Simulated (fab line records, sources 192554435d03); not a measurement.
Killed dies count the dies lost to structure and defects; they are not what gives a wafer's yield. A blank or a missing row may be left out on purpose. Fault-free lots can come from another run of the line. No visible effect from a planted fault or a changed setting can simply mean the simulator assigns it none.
Chamber matching -- flow n5_finfet -- 4 sister chambers for N5_MOL_CONTACT_COAG_CMP_28 on cmp-01
The step polishes, stops on SiNx, t overpolish 0.85 s, target thk 14.522 nm. 14 wafers are shown with their chamber, then 7 later ones without.

## WAFERS, EACH WITH ITS CHAMBER
wafer,chamber,motor_current_A (A),edge_zone_pressure_frac,time_to_endpoint_s (s)
L075.2,3,11.3,0.994,7.0
L075.5,3,11.0,0.989,6.3
L075.6,2,11.1,1.005,4.6
L077.2,1,14.5,1.002,3.8
L077.5,1,14.0,1.000,1.9
L077.6,0,13.1,1.007,4.3
L079.1,2,11.0,0.998,2.8
L079.2,3,11.9,0.992,4.6
L079.4,0,13.5,1.004,1.9
L086.1,3,12.2,1.000,3.4
L086.2,0,12.3,1.003,6.1
L086.5,3,12.4,0.999,5.0
L087.3,1,13.9,1.011,2.7
L087.4,2,10.8,1.003,2.5

SIGNATURES, as means of the wafers listed above
reading,chamber 0,chamber 1,chamber 2,chamber 3,scatter within a chamber
motor_current_A,12.967,14.133,10.967,11.760,0.491
edge_zone_pressure_frac,1.00467,1.00433,1.00200,0.99480,0.00436
time_to_endpoint_s,4.100,2.800,3.300,5.260,1.46
Rule: for each reading, subtract the chamber's mean from the wafer's reading, divide by that reading's scatter and square the result; add these up over the readings and take the root, which gives the wafer's distance from the chamber. The wafer belongs to the nearest chamber; if the next one is less than 2 further off, it can't be placed. How the scatter is found: for the shown wafers, subtract from each reading the mean of its chamber, square and add these, divide the total by (wafers less chambers), then take the root.

## WAFERS MISSING THEIR CHAMBER
wafer,motor_current_A (A),edge_zone_pressure_frac,time_to_endpoint_s (s)
L087.6,14.2,1.005,5.8
L088.2,12.1,1.000,10.5
L088.3,12.7,1.002,4.7
L088.5,12.9,1.004,7.5
L090.3,14.4,1.001,3.7
L090.4,12.6,1.001,6.5
L090.6,13.0,1.005,5.7

## EACH ONE'S CHAMBER
wafer,from the rows above,in truth
L087.6,can't be placed: 1 or 0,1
L088.2,can't be placed: 3 or 0 or 2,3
L088.3,can't be placed: 0 or 3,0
L088.5,can't be placed: 0 or 3 or 1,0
L090.3,can't be placed: 1 or 0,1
L090.4,can't be placed: 0 or 3 or 2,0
L090.6,can't be placed: 0 or 1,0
0 of 7 placed correctly. Cannot be placed on the basis of these rows: 7; the candidates contain the true chamber in 7. 0 placed wrongly.
